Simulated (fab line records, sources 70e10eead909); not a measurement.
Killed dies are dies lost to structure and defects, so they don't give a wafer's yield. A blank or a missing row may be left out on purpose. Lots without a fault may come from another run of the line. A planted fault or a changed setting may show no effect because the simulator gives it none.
fab line records | flow nand_harc
record lots=13 wafers=39 last_day=35
route steps=1302 shown A_SLIT@946 A_WL_FILL@956 END@1302
lots that met no fault: from a run of the same line without faults
start_h: hours from the record's first day to the start of the lot's first wafer shown | wait_h: hours since the lot's step before | " the same as in the row above | L1.1+2: a row that stands for several wafers | - no value, or no start given | * or withheld: withheld | < > ~ a bound
route shown NAME@n: a module of which the file shows steps, and the number in the route of the first | usual: mean/standard deviation of fault-free wafers | same: alike in all rows | chamber/n: place in a boat | sites: the reading at each site | _std_site: their standard deviation | _edge_site: outer sites' mean less inner sites' | radius_mm: how far each site lies from the wafer's centre | mask NAME#n: copy n | behind: the tool/chamber that last shaped the wafer | hold: why the lot was held/for how many hours/how that ended | device: the transistor (n, p or np) that didn't switch | end of line: the same wafers' tests at the end of the route | a step without rows: its recipe alone | killed: dies lost to structure and defects at the first sort, not the wafer's yield | map: a wafer's dies, x killed, . not, _ none there
set.NAME: the setting as run; set.NAME@STEP: as run at that earlier step | model.NAME: the simulator's own value behind a step, which no gauge read
steps of the route over a sample of lots; a table a step, a row a wafer
services: from which hour (start_h, from the record's first day; less than 0 if before it) a tool's chamber was out of use, for how many hours, and why
## steps
# step NHARC_A_SLIT_CD_MEAS_21
# usual cd_nm=289.4/0.92
# columns lot.wafer tool chamber start_h wait_h cd_nm
L903.3 cd_sem-03 - 470.91 - 289.1
L903.4 " - " " 289.2
L903.6 " - " " 289.0
L904.2 cd_sem-01 - 478.11 - 289.9
L904.4 " - " " 288.2
L904.5 " - " " 288.8
L905.1 cd_sem-01 - 478.80 - 290.1
L905.2 " - " " 288.5
L905.3 " - " " 287.9
L909.1 cd_sem-02 - 518.84 - 289.1
L909.4 " - " " 288.9
L909.5 " - " " 289.3
L907.2 cd_sem-01 - 528.34 - 288.4
L907.4 " - " " 289.5
L907.5 " - " " 288.7
L911.2 cd_sem-03 - 550.32 - 290.0
L911.5 " - " " 289.8
L911.6 " - " " 290.7
L912.2 cd_sem-01 - 554.32 - 290.3
L912.4 " - " " 289.7
L912.6 " - " " 289.5
L913.3 cd_sem-03 - 556.33 - 287.8
L913.5 " - " " 288.4
L913.6 " - " " 289.4
L914.2 cd_sem-03 - 571.41 - 290.2
L914.3 " - " " 290.7
L914.5 " - " " 289.3
L916.1 cd_sem-01 - 601.42 - 288.9
L916.2 " - " " 288.2
L916.4 " - " " 290.2
L918.2 cd_sem-01 - 611.78 - 288.9
L918.3 " - " " 290.0
L918.6 " - " " 290.4
L923.3 cd_sem-02 - 683.61 - 288.7
L923.5 " - " " 288.0
L923.6 " - " " 288.8
L925.2 cd_sem-02 - 692.39 - 289.2
L925.3 " - " " 288.8
L925.4 " - " " 289.4
# step NHARC_A_WL_FILL_CVD_03
# recipe target_thk_a=400 temp_c=300 pressure_torr=40 wf6_flow_sccm=40 h2_flow_sccm=1600 ar_flow_sccm=1560 time_s=279 material=W
# usual heater_power_w=492/70 mfc_h2_sccm=1600/5.3 throttle_valve_pct=8.08/0.27
# columns lot.wafer tool chamber start_h wait_h heater_power_w mfc_h2_sccm throttle_valve_pct
L903.4 cvd_w-01 0 478.35 0.2 421 1607 7.83
L903.3 " 1 " " 472 1595 8.17
L903.6 " 0 " " 402 1600 7.84
L904.2 cvd_w-02 1 487.76 0.1 612 1593 8.47
L904.4 " 0 " " 503 1599 8.19
L904.5 " 0 " " 505 1596 8.32
L905.1 cvd_w-01 1 487.93 0.1 457 1605 8.15
L905.2 " 1 " " 466 1613 8.12
L905.3 " 1 " " 460 1601 8.13
L909.1 cvd_w-01 0 526.46 0.1 428 1596 7.79
L909.4 " 1 " " 448 1600 8.05
L909.5 " 1 " " 461 1601 7.95
L907.2 cvd_w-02 1 536.14 0.1 611 1603 8.48
L907.4 " 0 " " 497 1606 8.30
L907.5 " 0 " " 499 1611 8.05
L911.2 cvd_w-02 0 557.98 0.1 485 1604 8.05
L911.5 " 1 " " 620 1596 8.26
L911.6 " 0 " " 510 1598 8.28
L912.2 cvd_w-02 0 562.68 0.1 497 1592 7.99
L912.4 " 1 " " 607 1604 8.57
L912.6 " 1 " " 625 1603 8.57
L913.3 cvd_w-01 0 562.89 0.2 397 1594 8.19
L913.6 " 0 " " 409 1596 8.03
L913.5 " 1 " " 475 1602 7.63
L914.2 cvd_w-01 1 579.15 0.1 471 1597 7.74
L914.3 " 0 " " 402 1603 8.00
L914.5 " 1 " " 465 1601 7.63
L916.1 cvd_w-01 0 609.11 0.1 409 1597 7.91
L916.2 " 1 " " 470 1591 7.82
L916.4 " 1 " " 476 1595 7.63
L918.2 cvd_w-02 0 622.22 0.1 495 1607 8.26
L918.3 " 1 " " 619 1594 8.30
L918.6 " 0 " " 491 1597 8.01
L923.3 cvd_w-02 1 691.34 0.2 619 1594 8.46
L923.6 " 0 " " 537 1606 8.06
L923.5 " 1 " " 621 1603 8.27
L925.2 cvd_w-02 1 699.92 0.1 604 1597 8.36
L925.3 " 0 " " 524 1611 8.33
L925.4 " 1 " " 617 1604 8.39
# step NHARC_A_WL_FILL_STRIP_27
# recipe power_w=1500 temp_c=250 time_s=20 chemistry=N2/H2
# usual drypump_motor_current_A=5.5/0.52 heater_power_w=341/15
# columns lot.wafer tool chamber start_h wait_h drypump_motor_current_A heater_power_w rf_hours_counter_h
L903.3 plasma_asher-02 0 479.05 0.1 4.8 341 -
L903.4 " 1 " " 5.2 345 -
L903.6 " 0 " " 4.8 323 -
L904.2 plasma_asher-02 0 488.53 0.1 4.8 337 10
L904.4 " 0 " " 4.8 331 -
L904.5 " 1 " " 5.2 331 -
L905.2 plasma_asher-01 1 488.99 0.1 6.2 373 27
L905.1 " 0 " " 5.7 333 27
L905.3 " 0 " " 5.7 334 -
L909.1 plasma_asher-02 1 527.16 0.1 5.2 336 20
L909.4 " 0 " " 4.8 326 -
L909.5 " 1 " " 5.2 339 -
L907.2 plasma_asher-01 0 536.84 0.1 5.7 330 2
L907.4 " 1 " " 6.2 364 -
L907.5 " 0 " " 5.7 318 -
L911.2 plasma_asher-01 0 558.69 0.1 5.7 324 5
L911.6 " 0 " " 5.7 326 -
L911.5 " 1 " " 6.2 365 -
L912.2 plasma_asher-01 0 563.46 0.1 5.7 332 6
L912.4 " 1 " " 6.1 363 -
L912.6 " 0 " " 5.7 323 -
L913.3 plasma_asher-02 0 563.60 0.2 4.8 339 -
L913.6 " 1 " " 5.2 337 -
L913.5 " 0 " " 4.8 331 -
L914.2 plasma_asher-02 0 579.87 0.1 4.8 332 30
L914.3 " 1 " " 5.2 338 -
L914.5 " 0 " " 4.8 336 -
L916.2 plasma_asher-01 1 609.87 0.1 6.2 365 17
L916.1 " 0 " " 5.7 336 17
L916.4 " 0 " " 5.8 321 -
L918.2 plasma_asher-01 1 622.94 0.1 6.1 361 20
L918.3 " 1 " " 6.2 364 -
L918.6 " 0 " " 5.7 328 -
L923.3 plasma_asher-01 0 692.66 0.8 5.7 329 -
L923.5 " 0 " " 5.7 333 -
L923.6 " 1 " " 6.2 364 -
L925.2 plasma_asher-02 0 700.87 0.4 4.7 346 18
L925.4 " 0 " " 4.8 348 -
L925.3 " 1 " " 5.2 325 -
# step NHARC_A_WL_FILL_CVD_23
# recipe target_thk_a=400 temp_c=620 pressure_mtorr=200 time_s=800 material=poly-Si
# usual tube_center_temp_C=619.99/0.059 zone_power_lower_pct=8.5/0.46
# columns lot.wafer tool chamber start_h wait_h tube_center_temp_C zone_power_lower_pct
L903.3 lpcvd_poly-01 0 491.22 2.4 620.01 9.5
L903.4 " 0 " " 619.99 9.6
L903.6 " 0 " " 619.92 9.5
L904.2 lpcvd_poly-02 0 501.12 2.3 620 8.2
L904.4 " 0 " " 619.88 8.3
L904.5 " 0 " " 619.99 8.4
L905.1 lpcvd_poly-02 0 501.12 2.3 620.03 8.4
L905.2 " 0 " " 619.88 8.2
L905.3 " 0 " " 620 8.3
L909.1 lpcvd_poly-03 0 540.00 2.4 619.98 8.4
L909.4 " 0 " " 620.01 8.3
L909.5 " 0 " " 619.96 8.3
L907.2 lpcvd_poly-03 0 549.64 2.4 619.94 8.3
L907.4 " 0 " " 619.96 8.2
L907.5 " 0 " " 619.96 8.3
L911.2 lpcvd_poly-02 0 571.56 - 619.94 8.3
L911.5 " 0 " " 620.01 8.3
L911.6 " 0 " " 619.99 8.2
L912.2 lpcvd_poly-03 0 578.46 2.4 619.95 8.4
L912.4 " 0 " " 620.01 8.3
L912.6 " 0 " " 620.02 8.2
L914.2 lpcvd_poly-03 0 593.44 2.6 620 8.4
L914.3 " 0 " " 620.03 8.4
L914.5 " 0 " " 619.94 8.4
L913.3 lpcvd_poly-02 0 611.47 32.3 619.96 8.3
L913.5 " 0 " " 619.93 8.2
L913.6 " 0 " " 619.9 8.3
L918.2 lpcvd_poly-03 0 636.66 3.3 620.01 8.3
L918.3 " 0 " " 619.93 8.3
L918.6 " 0 " " 619.96 8.3
L916.1 lpcvd_poly-02 0 653.54 32.3 620.02 8.2
L916.2 " 0 " " 620.04 8.3
L916.4 " 0 " " 620.1 8.3
L923.3 lpcvd_poly-01 0 706.57 2.4 620.01 9.5
L923.5 " 0 " " 619.94 9.6
L923.6 " 0 " " 620.03 9.5
L925.2 lpcvd_poly-03 0 714.54 2.4 620.02 8.3
L925.3 " 0 " " 619.87 8.5
L925.4 " 0 " " 619.96 8.5
# step NHARC_END_SORT_01
# recipe temp_c=25
# usual killed_at_array=62/22 killed_at_other=1.0/1.4 killed_at_periphery=4.2/2.8 killed_dies=67/23 killed_open=3.1/1.7 killed_short=2.1/1.5
# same gross_dies=677
# columns lot.wafer tool chamber start_h wait_h killed_at_array killed_at_other killed_at_periphery killed_dies killed_open killed_short
L904.2 prober-01 0 588.71 2.8 72 0 2 74 0 1
L904.4 prober-01 0 590.29 3.4 64 0 6 70 2 1
L904.5 prober-01 0 591.08 3.7 76 0 10 86 4 1
L907.2 prober-01 0 630.54 2.8 106 0 3 109 3 1
L907.4 prober-01 0 632.14 3.4 97 0 7 104 4 1
L907.5 prober-01 0 632.94 3.7 83 1 2 86 3 1
L914.2 prober-02 0 676.06 2.8 38 0 0 38 0 2
L914.3 prober-02 0 676.87 3.1 36 1 1 38 4 3
L914.5 prober-02 0 678.48 3.7 42 0 2 44 3 2
L913.3 prober-01 0 693.35 3.1 54 0 0 54 1 5
L913.5 prober-01 0 694.96 3.7 55 0 0 55 3 5
L913.6 prober-01 0 695.77 4.0 55 2 0 57 3 3
L918.2 prober-02 0 718.45 2.8 43 3 12 58 4 3
L918.3 prober-02 0 719.24 3.1 46 2 11 59 2 4
L918.6 prober-02 0 721.60 3.9 45 1 3 49 5 2
L916.1 prober-01 0 736.43 2.5 61 0 1 62 0 1
L916.2 prober-01 0 737.23 2.8 53 0 4 57 4 2
L916.4 prober-01 0 738.83 3.4 49 0 3 52 1 3
L925.2 prober-02 0 824.85 2.8 107 0 2 109 5 2
L925.3 prober-02 0 825.65 3.1 77 0 2 79 5 1
L925.4 prober-02 0 826.45 3.4 68 1 0 69 3 2
L923.3 prober-01 0 825.72 3.1 32 1 5 38 4 3
L923.5 prober-01 0 827.34 3.8 40 0 5 45 1 0
L923.6 prober-01 0 828.16 4.1 49 0 4 53 7 1
# killed by level:class
L904.2 A_CHANNEL_HOLE_D1:chamber_film_flake=34 A_CHANNEL_HOLE_D2:chamber_film_flake=32 A_STAIRCASE:chamber_film_flake=3 P_GATE:chamber_film_flake=2 A_CONTACT:chamber_film_flake=2 A_CHANNEL_FILL_D2:geometric_particle:short=1
L904.4 A_CHANNEL_HOLE_D1:chamber_film_flake=28 A_CHANNEL_HOLE_D2:chamber_film_flake=25 P_GATE:chamber_film_flake=5 A_CONTACT:chamber_film_flake=4 A_STAIRCASE:chamber_film_flake=2 P_M2:geometric_particle:open=1 A_SOURCE_PLATE:geometric_particle:open=1 A_WL_FILL:geometric_particle:short=1
L904.5 A_CHANNEL_HOLE_D2:chamber_film_flake=34 A_CHANNEL_HOLE_D1:chamber_film_flake=29 P_GATE:chamber_film_flake=8 A_CONTACT:chamber_film_flake=5 A_ZERO_WELL:chamber_film_flake=2 P_GATE:geometric_particle:open=1 P_M0:geometric_particle:open=1 A_ONON_D1:geometric_particle:open=1
L907.2 A_CHANNEL_HOLE_D2:chamber_film_flake=32 A_SLIT:chamber_film_flake=32 A_CHANNEL_HOLE_D1:chamber_film_flake=30 A_CONTACT:chamber_film_flake=7 P_M1:chamber_film_flake=2 A_CHANNEL_HOLE_D1:geometric_particle:open=1 A_ONON_D2:geometric_particle:short=1 A_SGD_CUT:geometric_particle:open=1
L907.4 A_CHANNEL_HOLE_D1:chamber_film_flake=31 A_SLIT:chamber_film_flake=30 A_CHANNEL_HOLE_D2:chamber_film_flake=26 A_CONTACT:chamber_film_flake=5 P_GATE:chamber_film_flake=3 P_STI:geometric_particle:short=1 P_M0:geometric_particle:open=1 A_CHANNEL_FILL_D1:geometric_particle:open=1
L907.5 A_SLIT:chamber_film_flake=27 A_CHANNEL_HOLE_D2:chamber_film_flake=26 A_CHANNEL_HOLE_D1:chamber_film_flake=18 A_CONTACT:chamber_film_flake=6 A_DECK1_JOINT:chamber_film_flake=2 P_CONTACT:geometric_particle:open=1 A_DECK1_JOINT:geometric_particle:open=1 A_M0:geometric_particle:open=1
L914.2 A_CHANNEL_HOLE_D2:chamber_film_flake=16 A_CHANNEL_HOLE_D1:chamber_film_flake=8 A_CONTACT:chamber_film_flake=4 A_SLIT:chamber_film_flake=3 A_DECK1_JOINT:chamber_film_flake=2 A_STAIRCASE:chamber_film_flake=2 A_SOURCE_PLATE:geometric_particle:short=1 A_SGD_CUT:geometric_particle:short=1
L914.3 A_CHANNEL_HOLE_D2:chamber_film_flake=19 A_CHANNEL_HOLE_D1:chamber_film_flake=7 P_M0:geometric_particle:open=1 A_ONON_D1:geometric_particle:short=1 A_ONON_D1:geometric_particle:open=1 A_CHANNEL_FILL_D1:geometric_particle:short=1 A_CHANNEL_FILL_D1:geometric_particle:open=1 A_DECK1_JOINT:geometric_particle:short=1
L914.5 A_CHANNEL_HOLE_D2:chamber_film_flake=20 A_CHANNEL_HOLE_D1:chamber_film_flake=10 A_DECK1_JOINT:chamber_film_flake=2 A_SLIT:chamber_film_flake=2 A_CONTACT:chamber_film_flake=2 A_M1:chamber_film_flake=2 P_CONTACT:geometric_particle:open=1 P_M0:geometric_particle:open=1
L913.3 A_SLIT:chamber_film_flake=30 A_CHANNEL_HOLE_D1:chamber_film_flake=8 A_CONTACT:chamber_film_flake=3 A_ONON_D2:geometric_particle:short=2 A_WL_FILL:geometric_particle:short=2 A_SGD_CUT:chamber_film_flake=2 A_CHANNEL_FILL_D1:geometric_particle:open=1 A_CHANNEL_FILL_D2:geometric_particle:short=1
L913.5 A_SLIT:chamber_film_flake=31 A_CHANNEL_HOLE_D1:chamber_film_flake=8 A_DECK1_JOINT:geometric_particle:short=2 A_STAIRCASE:chamber_film_flake=2 A_CONTACT:chamber_film_flake=2 A_ONON_D1:geometric_particle:open=1 A_ONON_D1:geometric_particle:short=1 A_CHANNEL_FILL_D1:geometric_particle:short=1
L913.6 A_SLIT:chamber_film_flake=35 A_CHANNEL_HOLE_D1:chamber_film_flake=6 A_WL_FILL:geometric_particle:short=3 A_CONTACT:chamber_film_flake=3 THIN_TSV:chamber_film_flake=2 A_STAIRCASE:geometric_particle:open=1 A_WL_FILL:geometric_particle:open=1 A_M0:geometric_particle:open=1
L918.2 A_CHANNEL_HOLE_D1:chamber_film_flake=22 P_CONTACT:chamber_film_flake=7 A_CONTACT:chamber_film_flake=7 A_SLIT:chamber_film_flake=6 A_STAIRCASE:chamber_film_flake=3 THIN_TSV:chamber_film_flake=3 P_CONTACT:geometric_particle:short=2 P_GATE:chamber_film_flake=2
L918.3 A_CHANNEL_HOLE_D1:chamber_film_flake=27 A_CONTACT:chamber_film_flake=8 P_CONTACT:chamber_film_flake=7 A_STAIRCASE:chamber_film_flake=3 P_GATE:chamber_film_flake=2 A_SLIT:chamber_film_flake=2 THIN_TSV:chamber_film_flake=2 P_CONTACT:geometric_particle:open=1
L918.6 A_CHANNEL_HOLE_D1:chamber_film_flake=26 A_CONTACT:chamber_film_flake=5 A_SLIT:chamber_film_flake=3 A_BLC:geometric_particle:open=2 P_CONTACT:chamber_film_flake=2 A_ONON_D1:geometric_particle:open=1 A_CHANNEL_FILL_D1:geometric_particle:short=1 A_DECK1_JOINT:geometric_particle:open=1
L916.1 A_CHANNEL_HOLE_D2:chamber_film_flake=37 A_CHANNEL_HOLE_D1:chamber_film_flake=14 A_SLIT:chamber_film_flake=3 A_STAIRCASE:chamber_film_flake=2 A_CONTACT:chamber_film_flake=2 A_WL_FILL:geometric_particle:short=1 P_GATE:chamber_film_flake=1 A_WL_FILL:chamber_film_flake=1
L916.2 A_CHANNEL_HOLE_D2:chamber_film_flake=27 A_CHANNEL_HOLE_D1:chamber_film_flake=12 A_CONTACT:chamber_film_flake=5 A_SLIT:chamber_film_flake=4 P_CONTACT:geometric_particle:open=2 P_STI:geometric_particle:open=1 A_ONON_D2:geometric_particle:short=1 A_CHANNEL_FILL_D2:geometric_particle:short=1
L916.4 A_CHANNEL_HOLE_D2:chamber_film_flake=29 A_CHANNEL_HOLE_D1:chamber_film_flake=11 A_CONTACT:chamber_film_flake=4 P_CONTACT:geometric_particle:short=2 A_WL_FILL:chamber_film_flake=2 A_ONON_D1:geometric_particle:short=1 A_WL_FILL:geometric_particle:open=1 P_STI:chamber_film_flake=1
L925.2 A_CHANNEL_HOLE_D2:chamber_film_flake=40 A_SLIT:chamber_film_flake=27 A_CHANNEL_HOLE_D1:chamber_film_flake=17 A_CONTACT:chamber_film_flake=7 A_STAIRCASE:chamber_film_flake=3 A_M0:chamber_film_flake=3 A_M0:geometric_particle:open=2 A_WL_FILL:chamber_film_flake=2
L925.3 A_CHANNEL_HOLE_D2:chamber_film_flake=28 A_SLIT:chamber_film_flake=23 A_CHANNEL_HOLE_D1:chamber_film_flake=9 A_CONTACT:chamber_film_flake=5 A_STAIRCASE:chamber_film_flake=4 P_GATE:chamber_film_flake=2 A_ONON_D1:geometric_particle:open=1 A_ONON_D2:geometric_particle:open=1
L923.3 A_CHANNEL_HOLE_D1:chamber_film_flake=15 A_CONTACT:chamber_film_flake=6 A_SLIT:chamber_film_flake=5 P_M0:chamber_film_flake=2 P_M0:geometric_particle:short=1 P_M0:geometric_particle:open=1 A_CHANNEL_HOLE_D1:geometric_particle:open=1 A_ONON_D2:geometric_particle:open=1
L925.4 A_SLIT:chamber_film_flake=18 A_CHANNEL_HOLE_D2:chamber_film_flake=16 A_CHANNEL_HOLE_D1:chamber_film_flake=15 A_CONTACT:chamber_film_flake=7 A_CHANNEL_FILL_D2:chamber_film_flake=3 A_STAIRCASE:chamber_film_flake=3 A_WL_FILL:geometric_particle:open=2 A_ONON_D1:geometric_particle:open=1
L923.5 A_CHANNEL_HOLE_D1:chamber_film_flake=23 A_SLIT:chamber_film_flake=7 A_CONTACT:chamber_film_flake=4 P_GATE:chamber_film_flake=2 P_M0:chamber_film_flake=2 A_CHANNEL_FILL_D2:chamber_film_flake=2 A_CHANNEL_HOLE_D1:geometric_particle:open=1 P_ZERO_WELL:chamber_film_flake=1
L923.6 A_CHANNEL_HOLE_D1:chamber_film_flake=21 A_SLIT:chamber_film_flake=10 A_STAIRCASE:chamber_film_flake=3 A_CONTACT:chamber_film_flake=3 A_ONON_D1:geometric_particle:open=2 P_M0:chamber_film_flake=2 A_M0:chamber_film_flake=2 A_SOURCE_PLATE:geometric_particle:open=1
## services
# columns tool chamber start_h hours kind
cvd_w-02 0 463.60 - clean
cvd_w-02 1 463.60 - clean
cvd_w-01 0 486.21 9.7 repair
plasma_asher-01 - 519.73 9.0 pm
plasma_asher-01 0 519.73 9.0 vent_cycle
plasma_asher-01 1 519.73 9.0 vent_cycle
plasma_asher-01 0 528.73 - clean
plasma_asher-01 1 528.73 - clean
cvd_w-01 - 547.00 13.0 pm
lpcvd_poly-01 - 567.86 26.0 pm
cvd_w-02 0 597.91 9.9 repair
plasma_asher-02 - 603.08 9.0 pm
plasma_asher-01 - 605.83 0.4 repair
cvd_w-02 1 618.89 3.2 repair
cvd_w-02 - 631.60 13.0 pm
cvd_w-02 0 631.60 13.0 vent_cycle
cvd_w-02 1 631.60 13.0 vent_cycle
cvd_w-02 0 644.60 - clean
cvd_w-02 1 644.60 - clean
plasma_asher-02 - 691.04 3.2 repair
plasma_asher-01 - 696.79 9.0 pm
plasma_asher-01 0 696.79 9.0 vent_cycle
plasma_asher-01 1 696.79 9.0 vent_cycle
plasma_asher-01 0 705.79 - clean
## key
first_sign step=NHARC_A_WL_FILL_CVD_23 reading=wait_h direction=changed
effect none on later readings
met_at NHARC_A_WL_FILL_CVD_23
struck_lots L913,L916
struck_wafers L913.3,L913.5,L913.6,L916.1,L916.2,L916.4
tester_left_out L913,L916
not_acting_at NHARC_A_SLIT_CD_MEAS_21,NHARC_A_WL_FILL_CVD_03,NHARC_A_WL_FILL_STRIP_27
fault kind=queue_time_violation tool=lpcvd_poly-01,lpcvd_poly-02,lpcvd_poly-03 chamber=0 onset_h=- steps=NHARC_A_WL_FILL_CVD_23 delay_hr=30 scope=struck_lots_only
# tester_left_out: of these lots the tester's yield and bins aren't shown, on N5 and GAA mostly nor the transistor test; their killed dies are dies lost to structure and defects alone, not to doping, threshold or leakage, so they don't give the yield
